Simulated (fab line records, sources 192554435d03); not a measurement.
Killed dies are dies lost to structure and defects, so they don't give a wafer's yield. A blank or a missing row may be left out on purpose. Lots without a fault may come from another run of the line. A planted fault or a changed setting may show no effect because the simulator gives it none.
Which tool did it? | flow n5_finfet | 24 lots, 72 wafers sampled, at 4 steps of a route of 1938

WHAT THE GAUGES READ, wafer by wafer
N5_BEOL_M13_CD_MEAS_28: target cd 209.5 nm.
lot  | measured     | on        | cd_nm (nm)
L076 | day 12 09:05 | cd_sem-01 | 209.5 210.5 210.3
L074 | day 12 13:50 | cd_sem-03 | 211.7 210.7 210.4
L077 | day 12 14:56 | cd_sem-01 | 208.0 209.2 209.8
L075 | day 12 17:49 | cd_sem-01 | 210.1 210.3 209.9
L078 | day 13 14:09 | cd_sem-01 | 208.6 210.1 207.9
L080 | day 13 17:50 | cd_sem-01 | 208.2 209.9 207.9
L079 | day 13 18:13 | cd_sem-01 | 208.5 208.1 208.0
L081 | day 13 18:43 | cd_sem-03 | 209.5 207.9 210.1
L082 | day 14 04:56 | cd_sem-01 | 209.9 209.0 210.7
L083 | day 14 23:10 | cd_sem-03 | 208.0 207.6 210.3
L084 | day 15 05:04 | cd_sem-01 | 207.7 209.2 209.1
L087 | day 15 10:07 | cd_sem-03 | 209.4 208.5 209.6
L085 | day 15 13:36 | cd_sem-03 | 209.6 210.1 209.0
L086 | day 15 13:53 | cd_sem-03 | 207.7 208.7 209.2
L091 | day 16 17:55 | cd_sem-01 | 210.5 212.3 211.3
L089 | day 16 17:59 | cd_sem-03 | 212.4 210.7 211.7
L090 | day 16 20:05 | cd_sem-02 | 208.3 208.1 209.4
L088 | day 16 20:46 | cd_sem-02 | 207.9 208.3 206.1
L092 | day 16 20:22 | cd_sem-01 | 212.3 212.1 212.3
L094 | day 17 16:20 | cd_sem-03 | 211.9 211.8 213.9
L093 | day 17 17:29 | cd_sem-01 | 209.8 209.1 209.4
L095 | day 17 21:57 | cd_sem-01 | 207.2 207.7 207.9
L097 | day 18 01:14 | cd_sem-03 | 210.9 210.7 211.3
L096 | day 18 08:10 | cd_sem-03 | 208.5 208.5 208.3

WHICH TOOL RAN EACH LOT (tool, then ch and the chambers of the sampled wafers, then the start)
lot  | N5_BEOL_M12_STRIP_37                 | N5_BEOL_M12_ANNEAL_48            | N5_BEOL_M13_DESCUM_15
L076 | plasma_asher-02 ch 0,1, day 12 03:46 | rtp_anneal-01 ch 0, day 12 06:47 | rie_diel-02 ch 1,3, day 12 08:13
L074 | plasma_asher-01 ch 0,1, day 12 08:58 | rtp_anneal-01 ch 0, day 12 11:25 | rie_diel-02 ch 0,1,3, day 12 12:58
L077 | plasma_asher-01 ch 0,1, day 12 11:22 | rtp_anneal-01 ch 0, day 12 12:40 | rie_diel-05 ch 1,2,3, day 12 13:56
L075 | plasma_asher-01 ch 0,1, day 12 12:08 | rtp_anneal-02 ch 0, day 12 15:30 | rie_diel-01 ch 0,2,3, day 12 16:49
L078 | plasma_asher-02 ch 0,1, day 13 09:20 | rtp_anneal-01 ch 0, day 13 11:49 | rie_diel-05 ch 0,1,2, day 13 13:18
L080 | plasma_asher-02 ch 0,1, day 13 14:10 | rtp_anneal-01 ch 0, day 13 15:25 | rie_diel-02 ch 0,2,3, day 13 16:52
L079 | plasma_asher-02 ch 0,1, day 13 14:38 | rtp_anneal-02 ch 0, day 13 15:56 | rie_diel-02 ch 0,1,2, day 13 17:14
L081 | plasma_asher-01 ch 0,1, day 13 14:40 | rtp_anneal-01 ch 0, day 13 16:18 | rie_diel-05 ch 0,1,2, day 13 17:44
L082 | plasma_asher-01 ch 1, day 13 22:27   | rtp_anneal-02 ch 0, day 14 02:29 | rie_diel-02 ch 0,1,3, day 14 03:58
L083 | plasma_asher-02 ch 0,1, day 14 18:19 | rtp_anneal-02 ch 0, day 14 20:56 | rie_diel-05 ch 0,1,2, day 14 22:18
L084 | plasma_asher-01 ch 0,1, day 15 00:27 | rtp_anneal-02 ch 0, day 15 02:16 | rie_diel-01 ch 2,3, day 15 04:00
L087 | plasma_asher-01 ch 0,1, day 15 05:04 | rtp_anneal-01 ch 0, day 15 07:43 | rie_diel-02 ch 0,1,2, day 15 09:05
L085 | plasma_asher-02 ch 0,1, day 15 07:37 | rtp_anneal-02 ch 0, day 15 11:19 | rie_diel-05 ch 0,1, day 15 12:44
L086 | plasma_asher-01 ch 0,1, day 15 07:55 | rtp_anneal-01 ch 0, day 15 11:19 | rie_diel-01 ch 0,1, day 15 12:53
L091 | plasma_asher-01 ch 0,1, day 16 13:31 | rtp_anneal-02 ch 0, day 16 15:32 | rie_diel-01 ch 0,2, day 16 16:55
L089 | plasma_asher-02 ch 0, day 16 14:20   | rtp_anneal-02 ch 0, day 16 15:51 | rie_diel-05 ch 0,3, day 16 17:08
L090 | plasma_asher-01 ch 0,1, day 16 14:50 | rtp_anneal-02 ch 0, day 16 17:47 | rie_diel-05 ch 1,2,3, day 16 19:07
L088 | plasma_asher-01 ch 0,1, day 16 15:46 | rtp_anneal-01 ch 0, day 16 18:23 | rie_diel-02 ch 1,2,3, day 16 19:47
L092 | plasma_asher-01 ch 0,1, day 16 16:08 | rtp_anneal-02 ch 0, day 16 18:06 | rie_diel-01 ch 1,2, day 16 19:23
L094 | plasma_asher-02 ch 0,1, day 17 05:55 | rtp_anneal-01 ch 0, day 17 14:05 | rie_diel-01 ch 2,3, day 17 15:21
L093 | plasma_asher-01 ch 1, day 17 07:31   | rtp_anneal-02 ch 0, day 17 15:09 | rie_diel-01 ch 0,1,3, day 17 16:30
L095 | plasma_asher-02 ch 0,1, day 17 15:06 | rtp_anneal-02 ch 0, day 17 19:38 | rie_diel-02 ch 0,1, day 17 21:05
L097 | plasma_asher-02 ch 0,1, day 17 22:05 | rtp_anneal-02 ch 0, day 17 23:00 | rie_diel-02 ch 1,2,3, day 18 00:22
L096 | plasma_asher-01 ch 0,1, day 18 03:05 | rtp_anneal-01 ch 0, day 18 05:57 | rie_diel-02 ch 0,1, day 18 07:19
- N5_BEOL_M12_STRIP_37: strips in N2/H2.
- N5_BEOL_M12_ANNEAL_48: time 90 s.
- N5_BEOL_M13_DESCUM_15: chemistry O2, time 7.9 s.

WHAT THE TOOLS THEMSELVES READ (means of the sampled wafers that have a number; where no wafer has one, the mark that the record gives instead)
N5_BEOL_M12_STRIP_37.
lot  | tool            | drypump_motor_current_A (A) | heater_power_w (W) | oes_product_au (a.u.)
L076 | plasma_asher-02 | 6.29                        | 329                | 0.791
L074 | plasma_asher-01 | 6.37                        | 315                | 0.781
L077 | plasma_asher-01 | 6.41                        | 311                | 0.794
L075 | plasma_asher-01 | 6.43                        | 310                | 0.801
L078 | plasma_asher-02 | 6.35                        | 335                | 0.790
L080 | plasma_asher-02 | 6.37                        | 336                | 0.789
L079 | plasma_asher-02 | 6.30                        | 328                | 0.793
L081 | plasma_asher-01 | 6.42                        | 310                | 0.789
L082 | plasma_asher-01 | 6.40                        | 314                | 0.786
L083 | plasma_asher-02 | 6.36                        | 343                | 0.795
L084 | plasma_asher-01 | 6.40                        | 311                | 0.790
L087 | plasma_asher-01 | 6.42                        | 314                | 0.794
L085 | plasma_asher-02 | 6.30                        | 332                | 0.800
L086 | plasma_asher-01 | 6.41                        | 314                | 0.804
L091 | plasma_asher-01 | 6.41                        | 309                | 0.800
L089 | plasma_asher-02 | 6.24                        | 320                | 0.790
L090 | plasma_asher-01 | 6.44                        | 310                | 0.791
L088 | plasma_asher-01 | 6.39                        | 312                | 0.803
L092 | plasma_asher-01 | 6.40                        | 315                | 0.797
L094 | plasma_asher-02 | 6.37                        | 340                | 0.797
L093 | plasma_asher-01 | 6.40                        | 318                | 0.786
L095 | plasma_asher-02 | 6.30                        | 331                | 0.799
L097 | plasma_asher-02 | 6.37                        | 335                | 0.801
L096 | plasma_asher-01 | 6.42                        | 308                | 0.790

N5_BEOL_M12_ANNEAL_48.
lot  | tool          | wafer_temp_C_max
L076 | rtp_anneal-01 | 226.14
L074 | rtp_anneal-01 | 226.22
L077 | rtp_anneal-01 | 226.44
L075 | rtp_anneal-02 | 225.95
L078 | rtp_anneal-01 | 225.75
L080 | rtp_anneal-01 | 225.81
L079 | rtp_anneal-02 | 226.26
L081 | rtp_anneal-01 | 225.89
L082 | rtp_anneal-02 | 226.18
L083 | rtp_anneal-02 | 226.12
L084 | rtp_anneal-02 | 226.14
L087 | rtp_anneal-01 | 225.80
L085 | rtp_anneal-02 | 226.18
L086 | rtp_anneal-01 | 225.88
L091 | rtp_anneal-02 | 226.19
L089 | rtp_anneal-02 | 225.95
L090 | rtp_anneal-02 | 226.38
L088 | rtp_anneal-01 | 225.91
L092 | rtp_anneal-02 | 226.22
L094 | rtp_anneal-01 | 226.02
L093 | rtp_anneal-02 | 226.07
L095 | rtp_anneal-02 | 226.15
L097 | rtp_anneal-02 | 226.14
L096 | rtp_anneal-01 | 225.84

N5_BEOL_M13_DESCUM_15.
lot  | tool        | drypump_motor_current_A (A) | oes_product_au (a.u.) | rf_vpp_V (V) | showerhead_plenum_p_Torr (Torr) | throttle_valve_pct (%)
L076 | rie_diel-02 | 5.9                         | 0.88                  | 244.3        | 2.15                            | 20.24
L074 | rie_diel-02 | 5.8                         | 0.82                  | 244.7        | 2.16                            | 20.49
L077 | rie_diel-05 | 5.6                         | 0.80                  | 242.3        | 2.07                            | 20.40
L075 | rie_diel-01 | 6.0                         | 0.85                  | 243.8        | 2.14                            | 20.44
L078 | rie_diel-05 | 5.7                         | 0.70                  | 243.3        | 2.07                            | 20.47
L080 | rie_diel-02 | 6.0                         | 0.75                  | 243.3        | 2.14                            | 20.56
L079 | rie_diel-02 | 5.8                         | 0.75                  | 243.3        | 2.10                            | 20.45
L081 | rie_diel-05 | 5.7                         | 0.70                  | 242.5        | 2.07                            | 20.47
L082 | rie_diel-02 | 5.8                         | 0.81                  | 243.8        | 2.16                            | 20.49
L083 | rie_diel-05 | 5.7                         | 0.81                  | 242.5        | 2.07                            | 20.38
L084 | rie_diel-01 | 5.8                         | 0.86                  | 244.2        | 2.17                            | 20.36
L087 | rie_diel-02 | 5.8                         | 0.85                  | 243.9        | 2.10                            | 20.36
L085 | rie_diel-05 | 6.0                         | 0.80                  | 242.9        | 2.09                            | 20.39
L086 | rie_diel-01 | 6.2                         | 0.82                  | 243.5        | 2.11                            | 20.59
L091 | rie_diel-01 | 6.1                         | 0.82                  | 243.6        | 2.13                            | 20.52
L089 | rie_diel-05 | 5.9                         | 0.89                  | 243.9        | 2.13                            | 20.36
L090 | rie_diel-05 | 5.6                         | 0.76                  | 242.6        | 2.06                            | 20.44
L088 | rie_diel-02 | 6.0                         | 0.86                  | 244.8        | 2.12                            | 20.23
L092 | rie_diel-01 | 5.8                         | 0.86                  | 244.3        | 2.16                            | 20.50
L094 | rie_diel-01 | 5.8                         | 0.85                  | 244.5        | 2.17                            | 20.38
L093 | rie_diel-01 | 6.0                         | 0.80                  | 243.2        | 2.11                            | 20.56
L095 | rie_diel-02 | 5.6                         | 0.75                  | 244.0        | 2.13                            | 20.70
L097 | rie_diel-02 | 6.0                         | 0.85                  | 243.2        | 2.12                            | 20.25
L096 | rie_diel-02 | 5.6                         | 0.79                  | 244.2        | 2.11                            | 20.45

THE ANSWER, worked out from the rows above alone
Rule: what is usual is taken from the lots themselves. Put in order of their means at a reading, lots are off if they are a third of the lots or fewer, leave a main group of 4 or more, and stand apart from it by a gap of 3 or more times the standard deviation of the main group's means; of several such gaps the widest counts. A main group whose means are all the same, to the digits that the tables above print for the reading, isn't used. A lot without any number at a reading at which 4 lots or more have one is off too. The other lots that the step has rows for count as sound. The gauges are gone through in route order, then the tools' own readings, and for those a lot's mean is taken as printed above. The first step at which some lot is off is used, and at that step the reading that is off furthest; a lot without a number counts as furthest.
No lot is off at any reading shown: from this, nothing can be told.

WHAT THE SIMULATOR HAD PUT IN
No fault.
